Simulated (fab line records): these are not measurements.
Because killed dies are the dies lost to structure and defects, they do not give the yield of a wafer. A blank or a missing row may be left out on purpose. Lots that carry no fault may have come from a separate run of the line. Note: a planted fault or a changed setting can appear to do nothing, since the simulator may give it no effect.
fab line records ; flow nandHarc
[record] lots = 13; wafers = 37; lastDay = 24
route steps=1159 shown A_STAIRCASE@616 END@1159
lots untouched by any fault: they come from a run of this same line in which no faults occurred
startH: start of the lot's first displayed wafer, in hours after the record's first day ; waitH: hours elapsed since this lot's preceding step ; " same as the row above ; L1.1+2: one row covering several wafers at once ; - no value present, or no start provided ; * or withheld: withheld ; < > ~ a bound
route shown NAME@n: names a module that has steps shown in the file, with the first one's number in the route ; usual: the fault-free wafers' mean and standard deviation ; same: alike in all rows ; chamber/n: place in a boat ; sites: each site's reading ; _std_site: how widely they spread, as a standard deviation ; _edge_site: mean of outer sites minus mean of inner sites ; radiusMm: how far each site lies from the wafer's centre ; mask NAME#n: copy n ; behind: the last tool/chamber to shape the wafer ; hold: why the lot went on hold/how many hours it stayed there/how the hold came to an end ; device: which transistor (n, p or np) failed to switch ; end of line: the route-end tests of the same wafers ; a step with no rows: only its recipe ; killed: dies lost to structure and defects at the first sort, not the wafer's yield ; map: the dies of a wafer, with x for killed, . for not killed, _ for no die there
set.NAME: the setting that was run; set.NAME@STEP: the one run at that earlier step ; model.NAME: the simulator's own value behind a step, which no gauge read
a sample of lots followed through the steps of the route, with each step as a table and each wafer as a row
services: from which hour (startH, from the record's first day; less than 0 if before it) a tool's chamber was out of use, for how many hours, and why
[[steps]]
[step NHARC_A_STAIRCASE_TRIM_222]
[recipe] timeS = 211.2; o2FlowSccm = 500; arFlowSccm = 0; biasW = 0; chemistry = O2
[usual] drypumpMotorCurrentA = 5.8/0.49; oesProductAu = 0.999/0.012; rfVppV = 57.9/0.91; showerheadPlenumPTorr = 3.52/0.13; throttleValvePct = 17.036/0.0087
lot.wafer;tool;chamber;startH;waitH;drypumpMotorCurrentA;oesProductAu;rfHoursCounterH;rfVppV;showerheadPlenumPTorr;throttleValvePct
L372.1;rieDiel-02;2;-;-;5.7;0.981;29;57.6;3.47;17.031
L372.6;rieDiel-02;1;-;-;6.2;0.977;-;57.7;3.71;17.024
L372.5;rieDiel-02;2;-;-;5.7;0.994;-;57.2;3.47;17.044
L377.3;rieDiel-06;0;-;-;5.7;0.989;5;56.9;3.52;17.027
L377.2;rieDiel-06;2;-;-;5.9;0.997;6;58.8;3.50;17.041
L377.6;rieDiel-06;1;-;-;5.1;0.996;-;56.4;3.50;17.043
L374.1;rieDiel-01;3;-;-;6.6;1.003;52;59.0;3.68;17.044
L374.3;rieDiel-01;0;-;-;5.9;1.001;51;58.1;3.64;17.032
L374.5;rieDiel-01;2;-;-;5.2;1.005;-;58.8;3.62;17.035
L376.4;rieDiel-01;0;-;-;5.8;0.994;52;57.6;3.64;17.037
L376.3;rieDiel-01;1;-;-;5.0;1.010;53;56.8;3.46;17.032
L376.6;rieDiel-01;0;-;-;5.8;0.991;-;58.0;3.64;17.040
L378.2;rieDiel-02;3;-;-;6.1;0.999;50;57.6;3.33;17.034
L378.4;rieDiel-02;0;-;-;5.9;0.991;47;59.5;3.33;17.031
L378.3;rieDiel-02;1;-;-;6.1;0.974;44;57.9;3.70;17.035
L381.2;rieDiel-06;3;-;-;6.4;0.997;8;57.5;3.47;17.035
L381.1;rieDiel-06;0;-;-;5.7;0.980;21;56.3;3.52;17.034
L381.5;rieDiel-06;3;-;-;6.4;0.997;-;57.8;3.47;17.037
L385.2;rieDiel-01;0;-;-;5.8;0.986;5;57.1;3.63;17.032
L385.1;rieDiel-01;2;-;-;5.2;1.006;6;59.9;3.61;17.032
L385.3;rieDiel-01;3;-;-;6.6;0.999;6;58.1;3.67;17.036
L390.1;rieDiel-02;2;-;-;5.7;0.991;7;57.0;3.45;17.046
L390.4;rieDiel-02;3;-;-;6.0;1.008;-;58.1;3.32;17.038
L387.5;rieDiel-01;2;-;-;5.2;1.015;-;57.8;3.60;17.031
L387.6;rieDiel-01;3;-;-;6.6;1.002;-;58.7;3.66;17.022
L391.4;rieDiel-02;0;-;-;5.9;1.013;5;56.5;3.32;17.033
L391.3;rieDiel-02;1;-;-;6.1;0.988;10;58.0;3.69;17.036
L391.1;rieDiel-02;2;-;-;5.7;0.988;9;57.6;3.44;17.051
L392.3;rieDiel-01;3;-;-;6.6;1.002;16;58.2;3.66;17.041
L392.1;rieDiel-01;0;-;-;5.8;0.997;16;57.9;3.63;17.033
L392.6;rieDiel-01;2;-;-;5.2;1.014;-;59.0;3.60;17.040
L394.1;rieDiel-01;0;-;-;5.9;1.005;22;58.3;3.62;17.038
L394.2;rieDiel-01;2;-;-;5.2;1.020;20;58.7;3.60;17.052
L394.3;rieDiel-01;3;-;-;6.6;1.000;21;58.8;3.66;17.040
L393.3;rieDiel-06;1;-;-;5.1;0.993;48;57.5;3.47;17.034
L393.5;rieDiel-06;2;-;-;5.9;1.005;-;57.4;3.47;17.041
L393.6;rieDiel-06;3;-;-;6.4;1.014;-;56.1;3.46;17.049
[step NHARC_A_STAIRCASE_ETCH_223]
[recipe] targetDepthA = 1000; timeS = 40.5; ionEnergyEv = 400; c4f8FlowSccm = 20; o2FlowSccm = 10; arFlowSccm = withheld; rfW = 600; biasW = 1000; chemistry = C4F8/O2
[usual] oesProductAu = 0.940/0.014; rfVppV = 896/4.8
lot.wafer;tool;chamber;startH;waitH;oesProductAu;rfHoursCounterH;rfVppV
L372.1;rieDiel-02;3;-;-;0.950;34;888
L372.5;rieDiel-02;0;-;-;0.940;-;889
L372.6;rieDiel-02;1;-;-;0.923;-;903
L377.3;rieDiel-06;1;-;-;0.933;5;897
L377.2;rieDiel-06;2;-;-;0.921;6;896
L377.6;rieDiel-06;0;-;-;0.912;-;895
L374.3;rieDiel-01;3;-;-;0.951;52;901
L374.1;rieDiel-01;0;-;-;0.945;51;899
L374.5;rieDiel-01;2;-;-;0.944;-;900
L376.3;rieDiel-01;3;-;-;0.937;53;901
L376.4;rieDiel-01;0;-;-;0.929;52;899
L376.6;rieDiel-01;3;-;-;0.938;-;902
L378.3;rieDiel-02;3;-;-;0.943;50;889
L378.2;rieDiel-02;0;-;-;0.924;47;889
L378.4;rieDiel-02;2;-;-;0.924;45;895
L381.2;rieDiel-06;1;-;-;0.930;20;894
L381.1;rieDiel-06;3;-;-;0.951;8;893
L381.5;rieDiel-06;1;-;-;0.946;-;894
L385.1;rieDiel-01;3;-;-;0.954;6;901
L385.3;rieDiel-01;0;-;-;0.956;5;900
L385.2;rieDiel-01;1;-;-;0.964;5;894
L390.1;rieDiel-02;2;-;-;0.938;7;894
L390.4;rieDiel-02;2;-;-;0.926;-;894
L387.6;rieDiel-01;3;-;-;0.952;-;902
L387.5;rieDiel-01;0;-;-;0.958;-;899
L391.4;rieDiel-02;2;-;-;0.930;9;892
L391.3;rieDiel-02;3;-;-;0.933;9;889
L391.1;rieDiel-02;0;-;-;0.931;6;888
L392.1;rieDiel-01;1;-;-;0.960;14;893
L392.3;rieDiel-01;2;-;-;0.964;14;898
L392.6;rieDiel-01;0;-;-;0.940;-;898
L394.3;rieDiel-01;1;-;-;0.967;21;894
L394.2;rieDiel-01;2;-;-;0.972;20;899
L394.1;rieDiel-01;0;-;-;0.942;22;900
L393.3;rieDiel-06;1;-;-;0.927;48;894
L393.5;rieDiel-06;2;-;-;0.926;-;893
L393.6;rieDiel-06;3;-;-;0.929;-;893
[step NHARC_A_STAIRCASE_ETCH_232]
[recipe] targetDepthA = 1000; timeS = 40.5; ionEnergyEv = 400; c4f8FlowSccm = 20; o2FlowSccm = 10; arFlowSccm = withheld; rfW = 600; biasW = 1000; chemistry = C4F8/O2
[usual] oesProductAu = 0.937/0.014; rfVppV = 894/4.7
lot.wafer;tool;chamber;startH;waitH;oesProductAu;rfHoursCounterH;rfVppV
L372.1;rieDiel-02;0;241.64;-;0.970;33;889
L372.5;rieDiel-02;1;241.64;-;0.958;-;901
L372.6;rieDiel-02;2;241.64;-;0.982;-;893
L377.3;rieDiel-06;0;264.44;-;0.921;7;896
L377.2;rieDiel-06;2;264.44;-;0.922;7;894
L377.6;rieDiel-06;2;264.44;-;0.925;-;895
L374.3;rieDiel-02;3;267.27;-;0.946;44;888
L374.1;rieDiel-02;0;267.27;-;0.938;42;889
L374.5;rieDiel-02;3;267.27;-;0.941;-;888
L376.4;rieDiel-02;0;273.44;-;0.939;43;890
L376.3;rieDiel-02;1;273.44;-;0.925;40;903
L376.6;rieDiel-02;0;273.44;-;0.947;-;889
L378.2;rieDiel-06;1;289.81;-;0.924;15;895
L378.3;rieDiel-06;0;289.81;-;0.919;16;896
L378.4;rieDiel-06;0;289.81;-;0.927;-;895
L381.1;rieDiel-02;3;301.72;-;0.941;56;887
L381.2;rieDiel-02;0;301.72;-;0.929;52;889
L381.5;rieDiel-02;2;301.72;-;0.936;-;894
L385.1;rieDiel-01;3;338.41;-;0.924;6;900
L385.3;rieDiel-01;0;338.41;-;0.930;6;901
L385.2;rieDiel-01;1;338.41;-;0.948;6;894
L390.1;rieDiel-02;2;352.82;-;1.281;8;893
L390.4;rieDiel-02;1;352.82;-;0.928;8;902
L387.5;rieDiel-02;0;354.23;-;0.947;-;886
L387.6;rieDiel-02;1;354.23;-;1.293;-;902
L391.1;rieDiel-02;3;357.58;-;1.289;9;887
L391.4;rieDiel-02;0;357.58;-;0.936;6;887
L391.3;rieDiel-02;2;357.58;-;0.928;10;893
L392.3;rieDiel-01;0;358.69;-;0.952;16;899
L392.1;rieDiel-01;2;358.69;-;0.962;15;898
L392.6;rieDiel-01;3;358.69;-;0.953;-;901
L394.3;rieDiel-06;3;373.95;-;0.940;40;893
L394.1;rieDiel-06;0;373.95;-;0.923;51;894
L394.2;rieDiel-06;2;373.95;-;0.956;50;895
L393.3;rieDiel-06;2;374.91;-;0.934;51;893
L393.6;rieDiel-06;1;374.91;-;0.925;-;894
L393.5;rieDiel-06;2;374.91;-;0.944;-;893
[step NHARC_A_STAIRCASE_ETCH_234]
[recipe] targetDepthA = 1000; timeS = 40.5; ionEnergyEv = 400; c4f8FlowSccm = 20; o2FlowSccm = 10; arFlowSccm = withheld; rfW = 600; biasW = 1000; chemistry = C4F8/O2
[usual] oesProductAu = 0.936/0.013; rfVppV = 895/4.6
lot.wafer;tool;chamber;startH;waitH;oesProductAu;rfHoursCounterH;rfVppV
L372.1;rieDiel-01;1;241.92;-;0.941;40;894
L372.5;rieDiel-01;2;241.92;-;0.945;-;899
L372.6;rieDiel-01;3;241.92;-;0.940;-;902
L377.2;rieDiel-06;1;-;-;0.923;6;896
L377.3;rieDiel-06;0;-;-;0.903;7;896
L377.6;rieDiel-06;2;-;-;0.906;-;896
L374.3;rieDiel-02;3;-;-;0.947;44;888
L374.1;rieDiel-02;1;-;-;0.914;39;903
L374.5;rieDiel-02;3;-;-;0.958;-;887
L376.3;rieDiel-02;3;-;-;0.954;46;887
L376.4;rieDiel-02;0;-;-;0.936;44;889
L376.6;rieDiel-02;2;-;-;0.942;-;892
L378.3;rieDiel-06;0;-;-;0.941;16;895
L378.2;rieDiel-06;1;-;-;0.928;16;895
L378.4;rieDiel-06;2;-;-;0.935;-;895
L381.2;rieDiel-02;2;-;-;0.940;51;893
L381.1;rieDiel-02;3;-;-;0.943;56;889
L381.5;rieDiel-02;2;-;-;0.933;-;893
L385.2;rieDiel-01;1;-;-;0.953;6;892
L385.3;rieDiel-01;3;-;-;0.929;6;899
L385.1;rieDiel-01;0;-;-;0.922;6;899
L390.1;rieDiel-02;1;-;-;0.916;9;903
L390.4;rieDiel-02;3;-;-;0.966;8;889
L387.5;rieDiel-02;3;-;-;0.939;-;888
L387.6;rieDiel-02;0;-;-;0.940;-;887
L391.1;rieDiel-02;3;-;-;0.948;10;888
L391.4;rieDiel-02;0;-;-;0.933;6;888
L391.3;rieDiel-02;1;-;-;0.911;10;903
L392.1;rieDiel-01;0;-;-;0.938;16;899
L392.3;rieDiel-01;3;-;-;0.947;16;901
L392.6;rieDiel-01;1;-;-;0.945;-;893
L394.2;rieDiel-06;2;-;-;0.938;51;895
L394.3;rieDiel-06;3;-;-;0.938;41;895
L394.1;rieDiel-06;0;-;-;0.925;52;895
L393.3;rieDiel-06;3;-;-;0.942;41;893
L393.5;rieDiel-06;2;-;-;0.953;-;893
L393.6;rieDiel-06;3;-;-;0.938;-;893
[step NHARC_END_SORT_01]
[recipe] tempC = 25
[usual] killedAtArray = 29/10; killedAtOther = 0.7/1.1; killedAtPeriphery = 3.3/2.4; killedDies = 33/11; killedOpen = 3.3/2; killedShort = 1.9/1.3
[same] grossDies = 677
lot.wafer;tool;chamber;startH;waitH;killedAtArray;killedAtOther;killedAtPeriphery;killedDies;killedOpen;killedShort
L387.5;prober-01;0;560.96;3.7;14;1;6;21;6;2
L387.6;prober-01;0;561.77;4.0;677;0;0;677;2;1
L390.1;prober-01;0;566.62;2.5;671;0;6;677;1;1
L390.4;prober-01;0;569.01;3.4;29;1;0;30;2;1
L391.1;prober-01;0;574.35;2.5;672;0;5;677;4;2
L391.3;prober-01;0;575.95;3.1;8;1;1;10;2;0
L391.4;prober-01;0;576.76;3.4;15;1;0;16;2;2
// killed by level:class
L387.5 P_M2:chamberFilmFlake=3 A_CHANNEL_HOLE_D1:chamberFilmFlake=3 A_CONTACT:chamberFilmFlake=3 A_CONTACT:geometricParticle:open=2 A_SGD_CUT:chamberFilmFlake=2 P_CONTACT:geometricParticle:open=1 P_M0:geometricParticle:open=1 A_CHANNEL_FILL_D1:geometricParticle:open=1
L387.6 A_STAIRCASE:areaEtch=664 A_CHANNEL_HOLE_D1:chamberFilmFlake=6 A_CONTACT:chamberFilmFlake=2 A_WL_FILL:geometricParticle:short=1 A_BLC:geometricParticle:open=1 A_M0:geometricParticle:open=1 A_SGD_CUT:chamberFilmFlake=1 A_SLIT:chamberFilmFlake=1
L390.1 A_STAIRCASE:areaEtch=638 A_CHANNEL_HOLE_D1:chamberFilmFlake=28 P_ZERO_WELL:chamberFilmFlake=4 P_GATE:chamberFilmFlake=2 A_CONTACT:chamberFilmFlake=2 A_CONTACT:geometricParticle:short=1 A_M0:geometricParticle:open=1 A_ZERO_WELL:chamberFilmFlake=1
L390.4 A_CHANNEL_HOLE_D1:chamberFilmFlake=21 A_CONTACT:chamberFilmFlake=4 A_CHANNEL_FILL_D1:geometricParticle:open=1 A_M0:geometricParticle:open=1 STARTING-WAFER:geometricParticle:short=1 A_ZERO_WELL:chamberFilmFlake=1 A_STAIRCASE:chamberFilmFlake=1
L391.1 A_STAIRCASE:areaEtch=652 A_CHANNEL_HOLE_D1:chamberFilmFlake=7 A_CONTACT:chamberFilmFlake=5 A_SLIT:chamberFilmFlake=4 P_ZERO_WELL:chamberFilmFlake=2 P_GATE:geometricParticle:open=1 P_CONTACT:geometricParticle:short=1 P_CONTACT:geometricParticle:open=1
L391.3 A_CHANNEL_HOLE_D1:chamberFilmFlake=4 A_CONTACT:geometricParticle:open=2 A_SLIT:chamberFilmFlake=2 P_BONDPAD:chamberFilmFlake=1 THIN_TSV:chamberFilmFlake=1
L391.4 A_CHANNEL_HOLE_D1:chamberFilmFlake=5 A_CONTACT:chamberFilmFlake=3 A_ONON_D1:geometricParticle:short=2 A_SLIT:chamberFilmFlake=2 A_ONON_D1:geometricParticle:open=1 A_CONTACT:geometricParticle:open=1 A_STAIRCASE:chamberFilmFlake=1 THIN_TSV:chamberFilmFlake=1
[[services]]
tool;chamber;startH;hours;kind
rieDiel-02;-;222.35;0.2;repair
rieDiel-02;0;233.24;-;clean
rieDiel-02;1;233.24;-;clean
rieDiel-02;2;233.24;-;clean
rieDiel-02;3;233.24;-;clean
rieDiel-06;-;241.28;9.0;pm
rieDiel-02;0;258.52;-;clean
rieDiel-02;1;258.52;-;clean
rieDiel-02;2;258.52;-;clean
rieDiel-02;3;258.52;-;clean
rieDiel-06;3;261.21;33.1;repair
rieDiel-06;-;267.38;0.8;repair
rieDiel-06;2;280.77;1.3;repair
rieDiel-02;0;283.04;-;clean
rieDiel-02;1;283.04;-;clean
rieDiel-02;2;283.04;-;clean
rieDiel-02;3;283.04;-;clean
rieDiel-02;0;307.54;-;clean
rieDiel-02;1;307.54;-;clean
rieDiel-02;2;307.54;-;clean
rieDiel-02;3;307.54;-;clean
rieDiel-01;-;314.80;9.0;pm
rieDiel-02;-;327.70;9.0;pm
rieDiel-02;0;369.04;2.8;repair
[[key]]
[firstSign] step = NHARC_A_STAIRCASE_ETCH_232; reading = oesProductAu; direction = up; sigmas = 25; usual = 0.937; struck = 1.288
[effect] step = NHARC_END_SORT_01; reading = killedAtArray; direction = up; sigmas = 63; usual = 29; struck = 673
[moreKillsBornAt] NHARC_A_STAIRCASE_ETCH_232@rieDiel-02 = 1954
metAt NHARC_A_STAIRCASE_ETCH_232
struckLots L387,L390,L391
struckWafers L387.6,L390.1,L391.1
laterRowsLeftOut L387.6,L390.1,L391.1
testerLeftOut L387,L390,L391
notActingAt NHARC_A_STAIRCASE_TRIM_222,NHARC_A_STAIRCASE_ETCH_223,NHARC_A_STAIRCASE_ETCH_234
onsetBetween 301.72 352.82
[fault] kind = processParameterDrift; tool = rieDiel-02; chamber = -; onsetH = 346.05; steps = NHARC_A_STAIRCASE_ETCH_232; channel = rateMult; offset = 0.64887; shape = step; endH = 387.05; scope = struckWafersOnly
// testerLeftOut: of these lots the tester's yield and bins aren't shown, on N5 and GAA mostly nor the transistor test; their killed dies are dies lost to structure and defects alone, not to doping, threshold or leakage, so they don't give the yield
// laterRowsLeftOut: the simulator's readings of these wafers behind a module that went badly wrong aren't trusted and aren't shown, but for the sort
